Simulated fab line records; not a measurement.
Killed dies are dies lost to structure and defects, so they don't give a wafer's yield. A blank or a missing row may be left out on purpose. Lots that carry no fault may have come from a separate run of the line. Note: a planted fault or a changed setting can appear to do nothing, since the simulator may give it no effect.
The tool behind it: which one? :: flow n5Finfet :: Sampling: 10 lots, 28 wafers, 4 of 1938 route steps

WHAT THE GAUGES READ, wafer by wafer
Not one reading of a measure or inspect step in the record can be checked against a usual standard deviation.

TOOL THAT RAN EACH LOT (tool first, then ch and the chambers of the sampled wafers, then the start)
lot: L534
N5_BEOL_M15_ETCH_59: rieDiel-03 ch 0,2,3, day 11 07:53
N5_BEOL_M15_ETCH_61: rieDiel-02 ch 0,1,3, day 11 09:29
N5_BEOL_M15_STRIP_36: rieDiel-01 ch 0,3, day 11 11:58
N5_BEOL_M15_STRIP_62: rieDiel-01 ch 0,3, no start

lot: L536
N5_BEOL_M15_ETCH_59: rieDiel-03 ch 1,2,3, day 11 21:44
N5_BEOL_M15_ETCH_61: rieDiel-03 ch 0,3, day 11 23:35
N5_BEOL_M15_STRIP_36: rieDiel-01 ch 0,1,3, day 12 00:04
N5_BEOL_M15_STRIP_62: rieDiel-01 ch 0,1,3, no start

lot: L540
N5_BEOL_M15_ETCH_59: rieDiel-02 ch 1,3, day 12 14:30
N5_BEOL_M15_ETCH_61: rieDiel-02 ch 2,3, day 12 15:59
N5_BEOL_M15_STRIP_36: rieDiel-03 ch 0,1,2, day 12 18:13
N5_BEOL_M15_STRIP_62: rieDiel-03 ch 0,1,2, no start

lot: L541
N5_BEOL_M15_ETCH_59: rieDiel-01 ch 0,1,3, day 12 22:22
N5_BEOL_M15_ETCH_61: rieDiel-01 ch 0,1,3, day 13 00:01
N5_BEOL_M15_STRIP_36: rieDiel-03 ch 0,2, day 13 03:16
N5_BEOL_M15_STRIP_62: rieDiel-03 ch 0,2, no start

lot: L543
N5_BEOL_M15_ETCH_59: rieDiel-01 ch 1,3, day 13 14:01
N5_BEOL_M15_ETCH_61: rieDiel-01 ch 0,1, day 13 15:39
N5_BEOL_M15_STRIP_36: rieDiel-01 ch 0,1,3, day 13 20:15
N5_BEOL_M15_STRIP_62: rieDiel-01 ch 0,1,3, no start

lot: L545
N5_BEOL_M15_ETCH_59: rieDiel-02 ch 1,2,3, day 14 04:27
N5_BEOL_M15_ETCH_61: rieDiel-01 ch 1,3, day 14 05:54
N5_BEOL_M15_STRIP_36: rieDiel-01 ch 0,1, day 14 09:14
N5_BEOL_M15_STRIP_62: rieDiel-01 ch 0,1, no start

lot: L552
N5_BEOL_M15_ETCH_59: rieDiel-01 ch 0,1, day 16 10:22
N5_BEOL_M15_ETCH_61: rieDiel-01 ch 2,3, day 16 11:50
N5_BEOL_M15_STRIP_36: rieDiel-03 ch 0,1, day 16 12:58
N5_BEOL_M15_STRIP_62: rieDiel-03 ch 0,1, no start

lot: L555
N5_BEOL_M15_ETCH_59: rieDiel-01 ch 0,1, day 16 21:10
N5_BEOL_M15_ETCH_61: rieDiel-02 ch 0,1,3, day 16 22:48
N5_BEOL_M15_STRIP_36: rieDiel-02 ch 0,1,2, day 16 23:39
N5_BEOL_M15_STRIP_62: rieDiel-02 ch 0,1,2, no start

lot: L556
N5_BEOL_M15_ETCH_59: rieDiel-02 ch 0,1,3, day 16 22:22
N5_BEOL_M15_ETCH_61: rieDiel-02 ch 0,1,3, day 17 00:29
N5_BEOL_M15_STRIP_36: rieDiel-02 ch 0,1,3, day 17 02:40
N5_BEOL_M15_STRIP_62: rieDiel-02 ch 0,1,3, no start

lot: L554
N5_BEOL_M15_ETCH_59: rieDiel-01 ch 1,2, day 17 01:31
N5_BEOL_M15_ETCH_61: rieDiel-01 ch 0,1, day 17 03:07
N5_BEOL_M15_STRIP_36: rieDiel-01 ch 0,1, day 17 03:23
N5_BEOL_M15_STRIP_62: rieDiel-01 ch 0,1, no start
- N5_BEOL_M15_ETCH_59: etches BARC in N2/H2, target depth 89 nm, overetch 26.7 nm, time 67.9 s.
- N5_BEOL_M15_ETCH_61: etches BARC in N2/H2, target depth 89 nm, overetch 26.7 nm, time 67.9 s.
- N5_BEOL_M15_STRIP_36: strips in O2.
- N5_BEOL_M15_STRIP_62: strips in O2.

WHAT THE TOOLS THEMSELVES READ (means of the sampled wafers that have a number; where no wafer has one, the mark that the record gives instead)
N5_BEOL_M15_ETCH_59. Usual: drypumpMotorCurrentA 5.9 A, standard deviation 0.45; oesProductAu 0.66 a.u., standard deviation 0.068; rfVppV 524.9 V, standard deviation 2; runLengthS 91.3 s, standard deviation 0.32; showerheadPlenumPTorr 2.58 Torr, standard deviation 0.07; throttleValvePct 17.84 %, standard deviation 0.22.
lot: L534
tool: rieDiel-03
drypumpMotorCurrentA (A): 5.9
oesProductAu (a.u.): 0.66
rfVppV (V): 524.1
runLengthS (s): 91.2
showerheadPlenumPTorr (Torr): 2.56
throttleValvePct (%): 17.95
flag: 

lot: L536
tool: rieDiel-03
drypumpMotorCurrentA (A): 5.6
oesProductAu (a.u.): 0.65
rfVppV (V): 524.5
runLengthS (s): 91.2
showerheadPlenumPTorr (Torr): 2.58
throttleValvePct (%): 17.91
flag: 

lot: L540
tool: rieDiel-02
drypumpMotorCurrentA (A): 5.7
oesProductAu (a.u.): 0.67
rfVppV (V): 524.6
runLengthS (s): 91.2
showerheadPlenumPTorr (Torr): 2.59
throttleValvePct (%): 17.65
flag: 

lot: L541
tool: rieDiel-01
drypumpMotorCurrentA (A): 6.0
oesProductAu (a.u.): 0.68
rfVppV (V): 526.0
runLengthS (s): 91.3
showerheadPlenumPTorr (Torr): 2.58
throttleValvePct (%): 17.80
flag: 

lot: L543
tool: rieDiel-01
drypumpMotorCurrentA (A): 6.1
oesProductAu (a.u.): 0.66
rfVppV (V): 526.0
runLengthS (s): 91.5
showerheadPlenumPTorr (Torr): 2.61
throttleValvePct (%): 17.76
flag: 

lot: L545
tool: rieDiel-02
drypumpMotorCurrentA (A): 6.0
oesProductAu (a.u.): 0.65
rfVppV (V): 526.1
runLengthS (s): 91.1
showerheadPlenumPTorr (Torr): 2.58
throttleValvePct (%): 17.87
flag: 

lot: L552
tool: rieDiel-01
drypumpMotorCurrentA (A): 5.8
oesProductAu (a.u.): 0.69
rfVppV (V): 526.3
runLengthS (s): 91.2
showerheadPlenumPTorr (Torr): 2.60
throttleValvePct (%): 17.79
flag: 

lot: L555
tool: rieDiel-01
drypumpMotorCurrentA (A): 5.8
oesProductAu (a.u.): 0.69
rfVppV (V): 525.3
runLengthS (s): 91.1
showerheadPlenumPTorr (Torr): 2.59
throttleValvePct (%): 17.82
flag: 

lot: L556
tool: rieDiel-02
drypumpMotorCurrentA (A): 5.5
oesProductAu (a.u.): 0.70
rfVppV (V): 524.8
runLengthS (s): 91.2
showerheadPlenumPTorr (Torr): 2.59
throttleValvePct (%): 17.63
flag: 

lot: L554
tool: rieDiel-01
drypumpMotorCurrentA (A): 5.8
oesProductAu (a.u.): 0.63
rfVppV (V): 526.5
runLengthS (s): 91.3
showerheadPlenumPTorr (Torr): 2.63
throttleValvePct (%): 17.71
flag: 

N5_BEOL_M15_ETCH_61. Usual: drypumpMotorCurrentA 5.8 A, standard deviation 0.42; oesProductAu 0.68 a.u., standard deviation 0.07; rfVppV 525.1 V, standard deviation 2.1; runLengthS 91.3 s, standard deviation 0.33; showerheadPlenumPTorr 2.59 Torr, standard deviation 0.068; throttleValvePct 17.77 %, standard deviation 0.19.
lot: L534
tool: rieDiel-02
drypumpMotorCurrentA (A): 5.5
oesProductAu (a.u.): 0.66
rfVppV (V): 525.7
runLengthS (s): 91.0
showerheadPlenumPTorr (Torr): 2.61
throttleValvePct (%): 17.72
flag: 

lot: L536
tool: rieDiel-03
drypumpMotorCurrentA (A): 6.2
oesProductAu (a.u.): 0.61
rfVppV (V): 525.4
runLengthS (s): 91.1
showerheadPlenumPTorr (Torr): 2.60
throttleValvePct (%): 18.14
flag: 

lot: L540
tool: rieDiel-02
drypumpMotorCurrentA (A): 5.9
oesProductAu (a.u.): 0.71
rfVppV (V): 526.7
runLengthS (s): 91.0
showerheadPlenumPTorr (Torr): 2.65
throttleValvePct (%): 17.80
flag: 

lot: L541
tool: rieDiel-01
drypumpMotorCurrentA (A): 6.0
oesProductAu (a.u.): 0.68
rfVppV (V): 525.0
runLengthS (s): 91.1
showerheadPlenumPTorr (Torr): 2.58
throttleValvePct (%): 17.80
flag: 

lot: L543
tool: rieDiel-01
drypumpMotorCurrentA (A): 5.9
oesProductAu (a.u.): 0.70
rfVppV (V): 527.0
runLengthS (s): 91.1
showerheadPlenumPTorr (Torr): 2.63
throttleValvePct (%): 17.72
flag: 

lot: L545
tool: rieDiel-01
drypumpMotorCurrentA (A): 6.2
oesProductAu (a.u.): 0.63
rfVppV (V): 524.1
runLengthS (s): 91.1
showerheadPlenumPTorr (Torr): 2.55
throttleValvePct (%): 17.85
flag: 

lot: L552
tool: rieDiel-01
drypumpMotorCurrentA (A): 6.0
oesProductAu (a.u.): 0.64
rfVppV (V): 523.8
runLengthS (s): 86.2
showerheadPlenumPTorr (Torr): 2.56
throttleValvePct (%): 17.86
flag: OFF

lot: L555
tool: rieDiel-02
drypumpMotorCurrentA (A): 5.5
oesProductAu (a.u.): 0.70
rfVppV (V): 525.3
runLengthS (s): 91.3
showerheadPlenumPTorr (Torr): 2.59
throttleValvePct (%): 17.62
flag: 

lot: L556
tool: rieDiel-02
drypumpMotorCurrentA (A): 5.5
oesProductAu (a.u.): 0.70
rfVppV (V): 525.1
runLengthS (s): 91.3
showerheadPlenumPTorr (Torr): 2.59
throttleValvePct (%): 17.63
flag: 

lot: L554
tool: rieDiel-01
drypumpMotorCurrentA (A): 5.8
oesProductAu (a.u.): 0.74
rfVppV (V): 526.4
runLengthS (s): 85.7
showerheadPlenumPTorr (Torr): 2.60
throttleValvePct (%): 17.81
flag: OFF

N5_BEOL_M15_STRIP_36. Usual: drypumpMotorCurrentA 5.9 A, standard deviation 0.52; oesProductAu 0.77 a.u., standard deviation 0.079; rfVppV 3.5 V, standard deviation 0.98; showerheadPlenumPTorr 2.13 Torr, standard deviation 0.063; throttleValvePct 16.64 %, standard deviation 0.19.
lot: L534
tool: rieDiel-01
drypumpMotorCurrentA (A): 6.0
oesProductAu (a.u.): 0.83
rfVppV (V): 4.0
showerheadPlenumPTorr (Torr): 2.10
throttleValvePct (%): 16.59
flag: 

lot: L536
tool: rieDiel-01
drypumpMotorCurrentA (A): 6.0
oesProductAu (a.u.): 0.81
rfVppV (V): 3.2
showerheadPlenumPTorr (Torr): 2.15
throttleValvePct (%): 16.66
flag: 

lot: L540
tool: rieDiel-03
drypumpMotorCurrentA (A): 5.9
oesProductAu (a.u.): 0.76
rfVppV (V): 2.4
showerheadPlenumPTorr (Torr): 2.09
throttleValvePct (%): 16.63
flag: 

lot: L541
tool: rieDiel-03
drypumpMotorCurrentA (A): 5.5
oesProductAu (a.u.): 0.80
rfVppV (V): 3.9
showerheadPlenumPTorr (Torr): 2.05
throttleValvePct (%): 16.50
flag: 

lot: L543
tool: rieDiel-01
drypumpMotorCurrentA (A): 6.0
oesProductAu (a.u.): 0.80
rfVppV (V): 3.6
showerheadPlenumPTorr (Torr): 2.14
throttleValvePct (%): 16.68
flag: 

lot: L545
tool: rieDiel-01
drypumpMotorCurrentA (A): 5.9
oesProductAu (a.u.): 0.82
rfVppV (V): 3.6
showerheadPlenumPTorr (Torr): 2.19
throttleValvePct (%): 16.63
flag: 

lot: L552
tool: rieDiel-03
drypumpMotorCurrentA (A): 6.4
oesProductAu (a.u.): 0.70
rfVppV (V): 3.1
showerheadPlenumPTorr (Torr): 2.12
throttleValvePct (%): 16.82
flag: 

lot: L555
tool: rieDiel-02
drypumpMotorCurrentA (A): 5.8
oesProductAu (a.u.): 0.85
rfVppV (V): 3.8
showerheadPlenumPTorr (Torr): 2.09
throttleValvePct (%): 16.49
flag: 

lot: L556
tool: rieDiel-02
drypumpMotorCurrentA (A): 5.5
oesProductAu (a.u.): 0.81
rfVppV (V): 2.9
showerheadPlenumPTorr (Torr): 2.15
throttleValvePct (%): 16.51
flag: 

lot: L554
tool: rieDiel-01
drypumpMotorCurrentA (A): 5.8
oesProductAu (a.u.): 0.81
rfVppV (V): 3.3
showerheadPlenumPTorr (Torr): 2.16
throttleValvePct (%): 16.65
flag: 

N5_BEOL_M15_STRIP_62. Usual: drypumpMotorCurrentA 5.9 A, standard deviation 0.52; oesProductAu 0.77 a.u., standard deviation 0.077; rfVppV 3.6 V, standard deviation 0.49; showerheadPlenumPTorr 2.13 Torr, standard deviation 0.063; throttleValvePct 16.64 %, standard deviation 0.19.
lot: L534
tool: rieDiel-01
drypumpMotorCurrentA (A): 6.0
oesProductAu (a.u.): 0.83
rfVppV (V): 4.1
showerheadPlenumPTorr (Torr): 2.10
throttleValvePct (%): 16.62
flag: 

lot: L536
tool: rieDiel-01
drypumpMotorCurrentA (A): 6.0
oesProductAu (a.u.): 0.81
rfVppV (V): 3.7
showerheadPlenumPTorr (Torr): 2.15
throttleValvePct (%): 16.65
flag: 

lot: L540
tool: rieDiel-03
drypumpMotorCurrentA (A): 5.9
oesProductAu (a.u.): 0.77
rfVppV (V): 3.4
showerheadPlenumPTorr (Torr): 2.09
throttleValvePct (%): 16.62
flag: 

lot: L541
tool: rieDiel-03
drypumpMotorCurrentA (A): 5.5
oesProductAu (a.u.): 0.80
rfVppV (V): 3.2
showerheadPlenumPTorr (Torr): 2.05
throttleValvePct (%): 16.51
flag: 

lot: L543
tool: rieDiel-01
drypumpMotorCurrentA (A): 6.0
oesProductAu (a.u.): 0.80
rfVppV (V): 3.5
showerheadPlenumPTorr (Torr): 2.14
throttleValvePct (%): 16.67
flag: 

lot: L545
tool: rieDiel-01
drypumpMotorCurrentA (A): 5.9
oesProductAu (a.u.): 0.82
rfVppV (V): 3.5
showerheadPlenumPTorr (Torr): 2.19
throttleValvePct (%): 16.64
flag: 

lot: L552
tool: rieDiel-03
drypumpMotorCurrentA (A): 6.3
oesProductAu (a.u.): 0.71
rfVppV (V): 3.2
showerheadPlenumPTorr (Torr): 2.12
throttleValvePct (%): 16.77
flag: 

lot: L555
tool: rieDiel-02
drypumpMotorCurrentA (A): 5.8
oesProductAu (a.u.): 0.84
rfVppV (V): 3.3
showerheadPlenumPTorr (Torr): 2.09
throttleValvePct (%): 16.47
flag: 

lot: L556
tool: rieDiel-02
drypumpMotorCurrentA (A): 5.5
oesProductAu (a.u.): 0.81
rfVppV (V): 2.9
showerheadPlenumPTorr (Torr): 2.15
throttleValvePct (%): 16.48
flag: 

lot: L554
tool: rieDiel-01
drypumpMotorCurrentA (A): 5.8
oesProductAu (a.u.): 0.81
rfVppV (V): 3.8
showerheadPlenumPTorr (Torr): 2.16
throttleValvePct (%): 16.66
flag: 

THE ANSWER, worked out from the rows above alone
Rule: a lot is off if the mean of its wafers that have a number lies more than 3 standard deviations from the usual mean. Also off: a lot with no number at a reading for which 4 or more lots have one. Any other lot the step has rows for is counted as sound. Order of review: gauges by route order, followed by the tools' own readings, for which a lot's mean as printed above is used. The first step at which some lot is off is used, and at that step the reading that is off furthest; a lot without a number counts as furthest.
Off: L552, L554, at N5_BEOL_M15_ETCH_61 (runLengthS).
A tool fits if, at that step or a process step before it, it ran every lot that is off, and no sound lot after the first of them. One fits: rieDiel-01 at N5_BEOL_M15_ETCH_61. Its last sound lot is L545 (day 14 05:54), its first lot that is off L552 (day 16 11:50): a fault that began between those two fits.
On the lots that are off, the tool's own readings at N5_BEOL_M15_ETCH_61 differ by more than 5 times the standard deviation of the sound lots' means, which bears it out; runLengthS reads 86.0 s there versus 91.1 s on the sound lots.

WHAT THE SIMULATOR PUT IN
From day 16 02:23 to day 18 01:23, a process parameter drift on rieDiel-01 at N5_BEOL_M15_ETCH_61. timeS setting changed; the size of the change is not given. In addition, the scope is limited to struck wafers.
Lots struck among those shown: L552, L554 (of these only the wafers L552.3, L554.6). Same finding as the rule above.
